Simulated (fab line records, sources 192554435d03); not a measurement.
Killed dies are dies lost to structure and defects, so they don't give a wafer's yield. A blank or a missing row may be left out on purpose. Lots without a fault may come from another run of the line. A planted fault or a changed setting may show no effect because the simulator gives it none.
fab line records | flow n5_finfet
record lots=24 wafers=72 last_day=20
route steps=1938 shown DUMMY_GATE@234 SPACER0@261 SD_EPI_N@272 SD_EPI_P@311
lots that met no fault: from a run of the same line without faults
start_h: hours from the record's first day to the start of the lot's first wafer shown | wait_h: hours since the lot's step before | " the same as in the row above | L1.1+2: a row that stands for several wafers | - no value, or no start given | * or withheld: withheld | < > ~ a bound
route shown NAME@n: a module of which the file shows steps, and the number in the route of the first | usual: mean/standard deviation of fault-free wafers | same: alike in all rows | chamber/n: place in a boat | sites: the reading at each site | _std_site: their standard deviation | _edge_site: outer sites' mean less inner sites' | radius_mm: how far each site lies from the wafer's centre | mask NAME#n: copy n | behind: the tool/chamber that last shaped the wafer | hold: why the lot was held/for how many hours/how that ended | device: the transistor (n, p or np) that didn't switch | end of line: the same wafers' tests at the end of the route | a step without rows: its recipe alone | killed: dies lost to structure and defects at the first sort, not the wafer's yield | map: a wafer's dies, x killed, . not, _ none there
set.NAME: the setting as run; set.NAME@STEP: as run at that earlier step | model.NAME: the simulator's own value behind a step, which no gauge read
steps of the route over a sample of lots; a table a step, a row a wafer
services: from which hour (start_h, from the record's first day; less than 0 if before it) a tool's chamber was out of use, for how many hours, and why
## steps
# step N5_DUMMY_GATE_DESCUM_20
# recipe chemistry=O2 time_s=6.2 source_power_w=50 bias_power_w=20 pressure_mtorr=20 rf_frequency_hz=2.712e+07 temp_c=40 resist=CAR-EUV o2_flow_sccm=225
# usual drypump_motor_current_A=5.7/0.42 oes_product_au=0.78/0.086 rf_vpp_V=242.7/1.2 showerhead_plenum_p_Torr=2.08/0.063 throttle_valve_pct=20.50/0.18
# columns lot.wafer tool chamber start_h wait_h drypump_motor_current_A oes_product_au rf_hours_counter_h rf_vpp_V showerhead_plenum_p_Torr throttle_valve_pct
L074.2 rie_diel-02 2 46.51 0.0 6.0 0.93 23 242.6 2.06 20.40
L074.5 " 1 " " 5.6 0.79 - 242.3 2.02 20.63
L074.6 " 3 " " 5.9 0.76 - 242.1 2.02 20.32
L075.2 rie_diel-02 1 55.98 0.0 5.6 0.78 125 241.9 2.02 20.65
L075.3 " 3 " " 5.9 0.76 141 242.3 2.02 20.33
L075.4 " 0 " " 4.8 0.70 217 243.9 2.16 20.75
L076.1 rie_diel-03 1 60.79 0.3 5.7 0.74 144 243.3 2.09 20.67
L076.2 " 0 " " 5.9 0.85 58 245.1 2.20 20.33
L076.4 " 3 " " 5.5 0.74 140 243.6 2.19 20.54
L077.1 rie_diel-02 2 65.59 0.0 6.1 0.92 28 242.9 2.05 20.42
L077.2 " 1 " " 5.6 0.78 128 243.1 2.02 20.66
L077.5 " 0 " " 4.8 0.70 - 244.6 2.16 20.76
L078.1 rie_diel-02 0 69.75 0.0 4.8 0.70 221 244.5 2.16 20.76
L078.3 " 1 " " 5.6 0.78 130 242.1 2.02 20.64
L078.5 " 2 " " 6.0 0.92 - 242.6 2.05 20.41
L079.3 rie_diel-03 0 76.34 0.0 5.9 0.85 63 245.2 2.20 20.35
L079.5 " 2 " " 5.7 0.72 - 241.6 2.00 20.48
L079.6 " 3 " " 5.5 0.73 - 245.5 2.19 20.55
L080.3 rie_diel-05 0 82.65 0.0 5.8 0.71 188 242.3 2.09 20.28
L080.5 " 1 " " 5.3 0.95 - 243.8 2.15 20.15
L080.6 " 0 " " 5.8 0.71 - 244.6 2.09 20.29
L081.1 rie_diel-02 1 91.28 0.0 5.6 0.77 137 240.9 2.02 20.67
L081.3 " 3 " " 5.9 0.75 152 241.1 2.01 20.37
L081.6 " 2 " " 6.1 0.90 - 242.4 2.05 20.44
L082.1 rie_diel-02 2 97.52 0.0 6.1 0.90 38 242.4 2.05 20.42
L082.3 " 1 " " 5.6 0.77 139 241.7 2.02 20.68
L082.4 " 2 " " 6.1 0.90 - 242.6 2.05 20.42
L083.1 rie_diel-02 2 101.78 0.3 6.1 0.89 39 242.6 2.05 20.43
L083.4 " 0 " " 4.8 0.69 229 242.9 2.16 20.77
L083.6 " 3 " " 5.9 0.75 - 242.0 2.01 20.36
L084.1 rie_diel-05 2 106.38 0.0 6.2 0.68 250 242.0 2.05 20.70
L084.2 " 0 " " 5.8 0.71 197 242.5 2.08 20.29
L084.4 " 2 " " 6.2 0.67 - 242.4 2.05 20.69
L085.2 rie_diel-02 3 112.90 0.5 5.9 0.75 161 242.3 2.01 20.36
L085.3 " 2 " " 6.1 0.89 43 242.2 2.05 20.42
L085.6 " 2 " " 6.1 0.89 - 242.7 2.05 20.44
L086.1 rie_diel-02 1 123.54 0.2 5.6 0.77 143 242.6 2.01 20.69
L086.4 " 3 " " 5.9 0.74 165 241.8 2.01 20.37
L086.6 " 3 " " 5.9 0.74 - 242.3 2.01 20.37
L087.2 rie_diel-05 1 124.05 0.0 5.3 0.92 28 244.0 2.14 20.20
L087.3 " 3 " " 6.4 0.77 138 242.0 2.09 20.68
L087.5 " 0 " " 5.8 0.70 - 243.0 2.08 20.29
L088.2 rie_diel-02 1 131.45 0.1 5.6 0.75 145 242.1 2.01 20.68
L088.4 " 0 " " 4.8 0.68 240 244.1 2.16 20.79
L088.5 " 0 " " 4.8 0.68 - 241.6 2.16 20.80
L089.2 rie_diel-03 3 140.25 0.0 5.5 0.72 164 244.9 2.18 20.57
L089.4 " 2 " " 5.7 0.71 192 241.4 2.00 20.52
L089.5 " 2 " " 5.7 0.71 - 240.6 2.00 20.52
L090.1 rie_diel-03 0 141.04 0.0 5.9 0.83 81 245.9 2.19 20.38
L090.4 " 3 " " 5.4 0.72 164 244.1 2.18 20.56
L090.5 " 3 " " 5.4 0.71 - 245.0 2.18 20.57
L091.1 rie_diel-03 3 167.54 1.0 5.5 0.71 175 244.1 2.17 20.58
L091.4 " 1 " " 5.7 0.73 181 242.8 2.08 20.72
L091.6 " 1 " " 5.8 0.73 - 244.7 2.08 20.71
L092.1 rie_diel-02 1 168.51 1.5 5.6 0.75 153 242.1 2.01 20.70
L092.2 " 0 " " 4.8 0.68 248 244.3 2.15 20.79
L092.5 " 0 " " 4.8 0.68 - 244.0 2.15 20.79
L093.1 rie_diel-02 1 170.70 3.2 5.6 0.74 154 242.0 2.01 20.69
L093.3 " 2 " " 6.1 0.86 58 242.3 2.04 20.46
L093.5 " 1 " " 5.6 0.76 - 241.0 2.01 20.69
L094.1 rie_diel-02 3 212.21 0.3 5.9 0.73 182 242.2 2.00 20.40
L094.4 " 1 " " 5.6 0.75 161 242.5 2.01 20.71
L094.5 " 2 " " 6.1 0.86 - 242.6 2.04 20.48
L095.1 rie_diel-05 2 212.77 0.4 6.2 0.97 7 241.3 2.05 20.36
L095.2 " 1 " " 5.4 0.90 40 244.3 2.14 20.18
L095.4 " 3 " " 6.3 0.76 149 243.7 2.08 20.69
L096.1 rie_diel-05 1 213.09 0.7 5.4 0.90 40 243.8 2.14 20.20
L096.2 " 2 " " 6.2 0.95 8 241.9 2.05 20.36
L096.3 " 3 " " 6.4 0.76 149 244.4 2.08 20.70
L097.4 rie_diel-05 2 213.30 0.7 6.2 0.97 8 242.5 2.05 20.37
L097.5 " 3 " " 6.4 0.76 - 242.5 2.08 20.69
L097.6 " 2 " " 6.2 0.97 - 241.6 2.05 20.36
# step N5_DUMMY_GATE_INSPECT_27
# recipe inspect_instrument=brightfield mode=aei
# usual raw_defect_count=296/76
# columns lot.wafer tool chamber start_h wait_h raw_defect_count
L074.2 defect_inspect-02 - 47.66 0.0 270
L074.5 " - " " 325
L074.6 " - " " 217
L075.2 defect_inspect-01 - 57.14 0.0 178
L075.3 " - " " 176
L075.4 " - " " 206
L076.1 defect_inspect-01 - 61.94 0.0 522
L076.2 " - " " 421
L076.4 " - " " 298
L077.1 defect_inspect-01 - 66.85 0.0 193
L077.2 " - " " 218
L077.5 " - " " 223
L078.1 defect_inspect-01 - 70.92 0.0 190
L078.3 " - " " 248
L078.5 " - " " 250
L079.3 defect_inspect-02 - 77.72 0.0 507
L079.5 " - " " 507
L079.6 " - " " 448
L080.3 defect_inspect-01 - 83.96 0.0 212
L080.5 " - " " 148
L080.6 " - " " 285
L081.1 defect_inspect-01 - 92.43 0.0 314
L081.3 " - " " 351
L081.6 " - " " 381
L082.1 defect_inspect-02 - 98.76 0.0 320
L082.3 " - " " 286
L082.4 " - " " 296
L083.1 defect_inspect-01 - 103.20 0.0 438
L083.4 " - " " 265
L083.6 " - " " 361
L084.1 defect_inspect-01 - 107.56 0.0 216
L084.2 " - " " 203
L084.4 " - " " 237
L085.2 defect_inspect-02 - 114.06 0.0 231
L085.3 " - " " 271
L085.6 " - " " 434
L086.1 defect_inspect-01 - 124.69 0.0 427
L086.4 " - " " 255
L086.6 " - " " 348
L087.2 defect_inspect-01 - 125.50 0.3 196
L087.3 " - " " 224
L087.5 " - " " 227
L088.2 defect_inspect-01 - 132.61 0.0 232
L088.4 " - " " 236
L088.5 " - " " 316
L089.2 defect_inspect-01 - 141.48 0.0 379
L089.4 " - " " 390
L089.5 " - " " 412
L090.1 defect_inspect-02 - 142.20 0.0 361
L090.4 " - " " 265
L090.5 " - " " 269
L091.1 defect_inspect-02 - 168.95 0.0 277
L091.4 " - " " 218
L091.6 " - " " 252
L092.1 defect_inspect-01 - 170.07 0.0 346
L092.2 " - " " 254
L092.5 " - " " 345
L093.1 defect_inspect-01 - 172.46 0.0 258
L093.3 " - " " 372
L093.5 " - " " 299
L094.1 defect_inspect-01 - 213.66 0.0 412
L094.4 " - " " 412
L094.5 " - " " 356
L095.1 defect_inspect-02 - 214.21 0.0 328
L095.2 " - " " 264
L095.4 " - " " 319
L096.1 defect_inspect-02 - 214.61 0.0 362
L096.2 " - " " 368
L096.3 " - " " 282
L097.4 defect_inspect-02 - 215.06 0.0 225
L097.5 " - " " 291
L097.6 " - " " 260
# step N5_SPACER0_INSPECT_04
# recipe inspect_instrument=darkfield mode=post_dep
# usual raw_defect_count=136/33
# columns lot.wafer tool chamber start_h wait_h raw_defect_count
L074.2 defect_inspect-02 - 48.95 0.1 127
L074.5 " - " " 150
L074.6 " - " " 115
L075.2 defect_inspect-01 - 57.75 0.1 100
L075.3 " - " " 109
L075.4 " - " " 82
L076.1 defect_inspect-02 - 62.54 0.1 209
L076.2 " - " " 178
L076.4 " - " " 147
L077.1 defect_inspect-01 - 67.91 0.1 74
L077.2 " - " " 119
L077.5 " - " " 106
L078.1 defect_inspect-01 - 71.53 0.1 109
L078.3 " - " " 107
L078.5 " - " " 123
L079.3 defect_inspect-02 - 79.65 0.1 230
L079.5 " - " " 193
L079.6 " - " " 201
L080.3 defect_inspect-01 - 84.72 0.1 77
L080.5 " - " " 91
L080.6 " - " " 128
L081.1 defect_inspect-02 - 93.04 0.1 128
L081.3 " - " " 158
L081.6 " - " " 188
L082.1 defect_inspect-02 - 99.36 0.1 128
L082.3 " - " " 147
L082.4 " - " " 143
L083.1 defect_inspect-02 - 103.90 0.1 186
L083.4 " - " " 135
L083.6 " - " " 172
L084.1 defect_inspect-02 - 108.17 0.1 128
L084.2 " - " " 108
L084.4 " - " " 87
L085.2 defect_inspect-01 - 115.48 0.1 123
L085.3 " - " " 126
L085.6 " - " " 188
L086.1 defect_inspect-01 - 125.50 0.3 167
L086.4 " - " " 130
L086.6 " - " " 166
L087.2 defect_inspect-02 - 126.11 0.1 92
L087.3 " - " " 110
L087.5 " - " " 100
L088.2 defect_inspect-01 - 133.22 0.1 105
L088.4 " - " " 115
L088.5 " - " " 139
L089.2 defect_inspect-02 - 142.82 0.1 151
L089.4 " - " " 159
L089.5 " - " " 144
L090.1 defect_inspect-01 - 143.35 0.1 152
L090.4 " - " " 122
L090.5 " - " " 117
L091.1 defect_inspect-02 - 169.73 0.1 130
L091.4 " - " " 104
L091.6 " - " " 117
L092.1 defect_inspect-01 - 171.83 0.1 137
L092.2 " - " " 126
L092.5 " - " " 157
L093.1 defect_inspect-01 - 173.38 0.1 104
L093.3 " - " " 139
L093.5 " - " " 144
L094.1 defect_inspect-01 - 214.26 0.1 220
L094.4 " - " " 214
L094.5 " - " " 207
L095.1 defect_inspect-01 - 214.81 0.1 145
L095.2 " - " " 123
L095.4 " - " " 165
L096.1 defect_inspect-02 - 215.21 0.1 162
L096.2 " - " " 167
L096.3 " - " " 154
L097.4 defect_inspect-02 - 215.67 0.0 98
L097.5 " - " " 120
L097.6 " - " " 110
# step N5_SD_EPI_N_INSPECT_11
# recipe mode=adi inspect_instrument=macro
# usual raw_defect_count=2.0/1.4
# columns lot.wafer tool chamber start_h wait_h raw_defect_count
L074.2 defect_inspect-01 - 49.40 0.0 0
L074.5 " - " " 2
L074.6 " - " " 0
L075.2 defect_inspect-01 - 58.08 0.0 4
L075.3 " - " " 3
L075.4 " - " " 1
L076.1 defect_inspect-01 - 62.87 0.0 2
L076.2 " - " " 2
L076.4 " - " " 1
L077.1 defect_inspect-02 - 68.23 0.0 1
L077.2 " - " " 1
L077.5 " - " " 3
L078.1 defect_inspect-02 - 71.85 0.0 3
L078.3 " - " " 1
L078.5 " - " " 1
L079.3 defect_inspect-02 - 80.10 0.0 4
L079.5 " - " " 2
L079.6 " - " " 1
L080.3 defect_inspect-02 - 85.17 0.0 2
L080.5 " - " " 4
L080.6 " - " " 0
L081.1 defect_inspect-02 - 93.49 0.0 2
L081.3 " - " " 0
L081.6 " - " " 3
L082.1 defect_inspect-01 - 99.81 0.0 1
L082.3 " - " " 3
L082.4 " - " " 2
L083.1 defect_inspect-01 - 104.37 0.0 1
L083.4 " - " " 0
L083.6 " - " " 2
L084.1 defect_inspect-01 - 108.49 0.0 2
L084.2 " - " " 1
L084.4 " - " " 1
L085.2 defect_inspect-02 - 115.93 0.0 3
L085.3 " - " " 2
L085.6 " - " " 1
L086.1 defect_inspect-01 - 125.82 0.0 3
L086.4 " - " " 2
L086.6 " - " " 3
L087.2 defect_inspect-01 - 126.57 0.0 2
L087.3 " - " " 0
L087.5 " - " " 3
L088.2 defect_inspect-02 - 133.54 0.0 3
L088.4 " - " " 3
L088.5 " - " " 2
L089.2 defect_inspect-01 - 143.15 0.0 3
L089.4 " - " " 2
L089.5 " - " " 1
L090.1 defect_inspect-01 - 143.68 0.0 4
L090.4 " - " " 1
L090.5 " - " " 0
L091.1 defect_inspect-02 - 170.06 0.0 1
L091.4 " - " " 3
L091.6 " - " " 1
L092.1 defect_inspect-01 - 172.16 0.0 6
L092.2 " - " " 2
L092.5 " - " " 1
L093.1 defect_inspect-01 - 173.83 0.0 2
L093.3 " - " " 2
L093.5 " - " " 1
L094.1 defect_inspect-01 - 214.71 0.0 3
L094.4 " - " " 3
L094.5 " - " " 3
L095.1 defect_inspect-01 - 215.27 0.0 0
L095.2 " - " " 2
L095.4 " - " " 0
L096.1 defect_inspect-01 - 215.54 0.0 1
L096.2 " - " " 1
L096.3 " - " " 1
L097.4 defect_inspect-01 - 216.12 0.0 1
L097.5 " - " " 1
L097.6 " - " " 1
# step N5_SD_EPI_N_ETCH_35
# recipe chemistry=N2/H2 target=SOC overetch_a=1080 mask_material=SiARC temp_c=40 ion_energy_ev=100 source_w=3000 bias_w=133 pressure_mtorr=20 time_s=486 n2_flow_sccm=200 h2_flow_sccm=200
# usual drypump_motor_current_A=5.8/0.4 oes_product_au=0.72/0.056 rf_vpp_V=241.0/1.2 showerhead_plenum_p_Torr=2.58/0.073 throttle_valve_pct=23.82/0.3
# columns lot.wafer tool chamber start_h wait_h drypump_motor_current_A oes_product_au rf_hours_counter_h rf_vpp_V showerhead_plenum_p_Torr throttle_valve_pct
L074.2 rie_diel-06 0 49.53 0.0 6.0 0.69 143 240.1 2.53 24.06
L074.5 " 0 " " 6.0 0.69 - 240.7 2.53 24.09
L074.6 " 1 " " 5.7 0.81 - 241.2 2.59 23.80
L075.2 rie_diel-04 3 58.31 0.0 6.5 0.70 143 242.0 2.65 23.33
L075.3 " 2 " " 5.5 0.66 160 240.5 2.64 24.40
L075.4 " 1 " " 5.3 0.76 52 240.2 2.57 23.22
L076.1 rie_diel-04 2 63.00 0.0 5.5 0.66 161 242.0 2.64 24.43
L076.2 " 0 " " 6.4 0.64 229 239.8 2.41 23.87
L076.4 " 3 " " 6.5 0.70 144 242.3 2.65 23.33
L077.1 rie_diel-04 0 68.57 0.0 6.4 0.64 232 238.7 2.41 23.87
L077.2 " 1 " " 5.3 0.76 56 242.4 2.57 23.23
L077.5 " 1 " " 5.3 0.76 - 240.2 2.57 23.21
L078.1 rie_diel-01 2 71.98 0.0 6.3 0.81 26 239.4 2.49 23.84
L078.3 " 0 " " 5.8 0.79 35 242.6 2.69 23.94
L078.5 " 2 " " 6.2 0.80 - 239.0 2.49 23.84
L079.3 rie_diel-01 2 80.22 0.0 6.2 0.81 29 240.4 2.48 23.83
L079.5 " 2 " " 6.2 0.80 - 239.6 2.48 23.84
L079.6 " 1 " " 5.8 0.77 - 241.7 2.58 23.73
L080.3 rie_diel-06 1 85.30 0.0 5.8 0.79 39 240.8 2.58 23.80
L080.5 " 2 " " 5.0 0.67 - 243.0 2.65 23.80
L080.6 " 3 " " 5.9 0.69 - 239.3 2.55 23.78
L081.1 rie_diel-01 3 93.77 0.0 5.6 0.71 108 241.2 2.55 23.91
L081.3 " 2 " " 6.2 0.79 35 238.4 2.48 23.85
L081.6 " 0 " " 5.8 0.78 - 243.2 2.69 23.96
L082.1 rie_diel-01 0 99.94 0.0 5.7 0.77 45 242.2 2.69 23.96
L082.3 " 2 " " 6.3 0.79 37 239.8 2.48 23.84
L082.4 " 3 " " 5.6 0.71 110 238.8 2.55 23.93
L083.1 rie_diel-06 3 104.54 0.0 5.9 0.69 122 241.5 2.54 23.77
L083.4 " 1 " " 5.7 0.78 48 242.0 2.58 23.83
L083.6 " 0 " " 6.0 0.67 - 240.2 2.53 24.09
L084.1 rie_diel-01 1 108.62 0.0 5.8 0.76 63 241.0 2.58 23.76
L084.2 " 2 " " 6.2 0.79 40 239.7 2.48 23.85
L084.4 " 3 " " 5.6 0.71 113 241.3 2.55 23.92
L085.2 rie_diel-06 1 116.15 0.0 5.7 0.77 50 241.1 2.58 23.83
L085.3 " 2 " " 5.1 0.66 157 240.9 2.65 23.82
L085.6 " 1 " " 5.7 0.77 - 240.9 2.58 23.84
L086.1 rie_diel-06 3 126.43 0.0 5.9 0.69 130 241.9 2.54 23.79
L086.4 " 1 " " 5.8 0.76 54 240.2 2.58 23.83
L086.6 " 0 " " 6.0 0.68 - 240.4 2.52 24.12
L087.2 rie_diel-01 2 127.14 0.0 6.3 0.77 48 239.3 2.48 23.87
L087.3 " 3 " " 5.6 0.70 121 240.3 2.55 23.93
L087.5 " 2 " " 6.3 0.77 - 239.4 2.48 23.87
L088.2 rie_diel-01 0 133.67 0.0 5.7 0.77 58 243.5 2.68 23.98
L088.4 " 1 " " 5.7 0.74 74 241.1 2.57 23.77
L088.5 " 0 " " 5.7 0.76 - 243.3 2.68 23.97
L089.2 rie_diel-01 2 143.42 0.0 6.2 0.76 54 240.2 2.47 23.87
L089.4 " 1 " " 5.8 0.74 78 239.7 2.57 23.78
L089.5 " 1 " " 5.8 0.74 - 240.3 2.57 23.77
L090.1 rie_diel-04 2 143.81 0.0 5.4 0.64 191 241.3 2.63 24.46
L090.4 " 1 " " 5.3 0.73 81 239.5 2.56 23.24
L090.5 " 3 " " 6.5 0.68 - 242.7 2.63 23.38
L091.1 rie_diel-04 3 170.19 0.0 6.5 0.67 182 242.3 2.63 23.38
L091.4 " 0 " " 6.4 0.85 10 243.2 2.71 23.65
L091.6 " 1 " " 5.3 0.72 - 240.8 2.56 23.26
L092.1 rie_diel-04 0 172.28 0.0 6.4 0.84 10 242.8 2.71 23.64
L092.2 " 3 " " 6.5 0.68 183 241.0 2.63 23.39
L092.5 " 3 " " 6.5 0.68 - 242.1 2.63 23.40
L093.1 rie_diel-04 3 173.96 0.0 6.5 0.67 184 240.5 2.63 23.39
L093.3 " 2 " " 5.4 0.64 200 240.8 2.62 24.47
L093.5 " 0 " " 6.4 0.84 - 241.8 2.71 23.64
L094.1 rie_diel-04 3 214.84 0.0 6.5 0.67 190 239.8 2.63 23.39
L094.4 " 0 " " 6.4 0.82 17 242.1 2.71 23.66
L094.5 " 2 " " 5.4 0.63 - 242.8 2.62 24.49
L095.1 rie_diel-06 0 215.39 0.0 5.9 0.66 190 240.5 2.51 24.12
L095.2 " 2 " " 5.1 0.65 180 240.7 2.64 23.84
L095.4 " 3 " " 5.9 0.68 - 240.8 2.53 23.80
L096.1 rie_diel-01 0 215.70 0.0 5.7 0.74 76 242.2 2.68 24.01
L096.2 " 1 " " 5.8 0.73 93 240.4 2.57 23.77
L096.3 " 3 " " 5.6 0.69 142 240.6 2.54 23.95
L097.4 rie_diel-01 3 216.36 0.0 5.6 0.68 143 240.0 2.54 23.96
L097.5 " 2 " " 6.2 0.74 - 239.9 2.47 23.89
L097.6 " 3 " " 5.6 0.68 - 241.2 2.54 23.96
# step N5_SD_EPI_P_ETCH_47
# recipe chemistry=CH3F/O2 target=SiOCN target_depth_a=250 mask_material=SOC ion_energy_ev=60 bias_w=29 pressure_mtorr=30 source_w=410 Ar_flow_sccm=150 CH3F_flow_sccm=30 O2_flow_sccm=20
# usual drypump_motor_current_A=5.8/0.35 oes_product_au=0.77/0.081 rf_vpp_V=127.3/1.3 showerhead_plenum_p_Torr=2.00/0.066 throttle_valve_pct=16.41/0.18
# columns lot.wafer tool chamber start_h wait_h drypump_motor_current_A oes_product_au rf_hours_counter_h rf_vpp_V showerhead_plenum_p_Torr throttle_valve_pct
L074.2 rie_diel-03 1 54.69 0.1 5.7 0.75 143 125.8 2.01 16.61
L074.5 " 3 " " 5.5 0.74 - 127.5 2.09 16.41
L074.6 " 0 " " 5.9 0.86 - 128.0 2.11 16.23
L075.2 rie_diel-05 2 63.93 0.1 6.2 0.68 235 129.9 1.97 16.67
L075.3 " 1 " " 5.3 0.96 7 128.6 2.05 15.98
L075.4 " 3 " " 6.3 0.78 126 129.0 2.01 16.56
L076.1 rie_diel-05 3 68.24 0.1 6.4 0.78 127 127.4 2.01 16.55
L076.2 " 2 " " 6.2 0.68 237 128.5 1.97 16.66
L076.4 " 1 " " 5.4 0.96 9 129.5 2.05 15.97
L077.1 rie_diel-02 2 73.57 0.1 6.0 0.92 31 127.5 1.96 16.25
L077.2 " 0 " " 4.8 0.70 223 127.5 2.05 16.61
L077.5 " 0 " " 4.8 0.70 - 127.4 2.05 16.59
L078.1 rie_diel-05 1 76.86 0.1 5.4 0.95 12 129.3 2.05 15.98
L078.3 " 3 " " 6.4 0.79 131 128.6 2.00 16.57
L078.5 " 0 " " 5.8 0.71 - 127.1 1.99 16.15
L079.3 rie_diel-03 2 85.45 0.1 5.6 0.72 176 127.5 1.92 16.44
L079.5 " 0 " " 5.9 0.85 - 126.6 2.11 16.26
L079.6 " 1 " " 5.7 0.74 - 127.4 2.01 16.62
L080.3 rie_diel-02 2 90.41 0.1 6.0 0.90 36 127.8 1.96 16.27
L080.5 " 2 " " 6.1 0.90 - 128.4 1.96 16.26
L080.6 " 3 " " 5.9 0.75 - 125.3 1.92 16.23
L081.1 rie_diel-03 2 98.87 0.1 5.7 0.72 179 128.7 1.92 16.49
L081.3 " 1 " " 5.8 0.74 156 127.3 2.01 16.64
L081.6 " 1 " " 5.8 0.74 - 126.2 2.01 16.63
L082.1 rie_diel-03 2 104.67 0.1 5.7 0.72 181 126.6 1.92 16.45
L082.3 " 3 " " 5.5 0.73 152 128.4 2.09 16.44
L082.4 " 1 " " 5.7 0.74 158 124.6 2.01 16.63
L083.1 rie_diel-03 0 109.50 0.1 5.9 0.84 73 128.0 2.10 16.27
L083.4 " 3 " " 5.5 0.73 154 129.1 2.09 16.45
L083.6 " 3 " " 5.5 0.73 - 129.5 2.09 16.46
L084.1 rie_diel-03 3 114.35 0.1 5.5 0.73 156 127.7 2.09 16.47
L084.2 " 0 " " 5.9 0.83 75 127.4 2.10 16.26
L084.4 " 2 " " 5.7 0.71 184 127.1 1.92 16.46
L085.2 rie_diel-03 1 121.32 0.1 5.7 0.74 163 125.9 2.00 16.65
L085.3 " 2 " " 5.7 0.72 186 127.5 1.92 16.47
L085.6 " 1 " " 5.7 0.74 - 125.5 2.00 16.66
L086.1 rie_diel-05 1 131.40 0.1 5.4 0.91 31 127.7 2.04 16.02
L086.4 " 3 " " 6.3 0.77 - 128.7 2.00 16.59
L086.6 " 0 " " 5.8 0.69 - 127.0 1.98 16.19
L087.2 rie_diel-03 2 132.14 0.1 5.7 0.71 190 126.2 1.92 16.46
L087.3 " 0 " " 5.9 0.83 78 128.6 2.10 16.28
L087.5 " 1 " " 5.7 0.73 - 127.1 2.00 16.65
L088.2 rie_diel-05 1 139.56 0.1 5.4 0.90 33 127.6 2.04 16.02
L088.4 " 3 " " 6.3 0.76 143 128.9 2.00 16.60
L088.5 " 3 " " 6.3 0.77 - 128.9 2.00 16.60
L089.2 rie_diel-02 0 148.25 0.1 4.8 0.68 246 127.2 2.05 16.64
L089.4 " 2 " " 6.1 0.87 55 128.3 1.95 16.32
L089.5 " 3 " " 5.9 0.74 - 124.1 1.91 16.27
L090.1 rie_diel-03 2 148.97 0.1 5.7 0.70 196 127.7 1.91 16.49
L090.4 " 1 " " 5.7 0.73 172 126.3 2.00 16.67
L090.5 " 3 " " 5.5 0.72 - 128.3 2.08 16.48
L091.1 rie_diel-02 2 175.18 0.1 6.0 0.86 61 125.9 1.95 16.34
L091.4 " 1 " " 5.5 0.73 - 126.1 1.91 16.52
L091.6 " 3 " " 5.9 0.73 - 125.2 1.91 16.26
L092.1 rie_diel-03 1 177.01 0.1 5.7 0.73 185 125.8 2.00 16.69
L092.2 " 2 " " 5.7 0.70 209 128.9 1.91 16.53
L092.5 " 1 " " 5.7 0.72 - 126.3 2.00 16.68
L093.1 rie_diel-03 0 178.81 0.1 5.9 0.81 95 127.9 2.10 16.32
L093.3 " 2 " " 5.7 0.70 209 126.4 1.91 16.50
L093.5 " 1 " " 5.7 0.72 - 125.0 2.00 16.70
L094.1 rie_diel-05 2 220.43 0.1 6.2 0.96 11 129.4 1.96 16.24
L094.4 " 0 " " 5.8 0.69 - 127.4 1.98 16.22
L094.5 " 2 " " 6.2 0.94 - 128.0 1.96 16.24
L096.1 rie_diel-02 1 220.60 0.1 5.6 0.75 164 126.5 1.91 16.53
L096.2 " 3 " " 5.9 0.73 185 126.2 1.91 16.29
L096.3 " 2 " " 6.1 0.86 68 127.3 1.95 16.32
L095.1 rie_diel-05 3 222.18 0.1 6.3 0.76 153 127.9 2.00 16.60
L095.2 " 0 " " 5.8 0.69 218 127.9 1.98 16.21
L095.4 " 2 " " 6.2 0.94 - 128.1 1.96 16.24
L097.4 rie_diel-02 1 223.05 0.1 5.6 0.74 165 126.5 1.91 16.55
L097.5 " 0 " " 4.8 0.99 - 127.2 2.04 16.17
L097.6 " 1 " " 5.6 0.75 - 125.9 1.91 16.55
## services
# columns tool chamber start_h hours kind
rie_diel-02 0 44.84 6.4 repair
rie_diel-05 3 93.94 21.0 repair
rie_diel-04 1 106.06 2.9 repair
rie_diel-02 1 107.68 15.5 repair
rie_diel-02 2 107.69 2.9 repair
rie_diel-05 2 115.16 - clean
rie_diel-05 2 115.16 - consumable_replace:focus_ring
rie_diel-05 2 115.16 17.7 scheduled_down
rie_diel-05 2 115.16 17.7 vent_cycle
rie_diel-04 0 124.52 - clean
rie_diel-02 - 151.09 15.6 pm
rie_diel-06 - 152.62 0.9 repair
rie_diel-05 - 153.22 28.1 pm
rie_diel-01 0 161.28 4.4 repair
rie_diel-02 0 173.56 - clean
rie_diel-02 0 173.56 - consumable_replace:focus_ring
rie_diel-02 0 173.56 25.7 scheduled_down
rie_diel-02 0 173.56 25.7 vent_cycle
rie_diel-01 1 187.71 6.8 repair
rie_diel-05 3 189.24 1.3 repair
rie_diel-05 - 207.38 2.6 repair
rie_diel-05 1 213.83 14.7 repair
rie_diel-06 1 214.42 9.5 repair
rie_diel-05 - 217.62 0.7 repair
## key
fault none
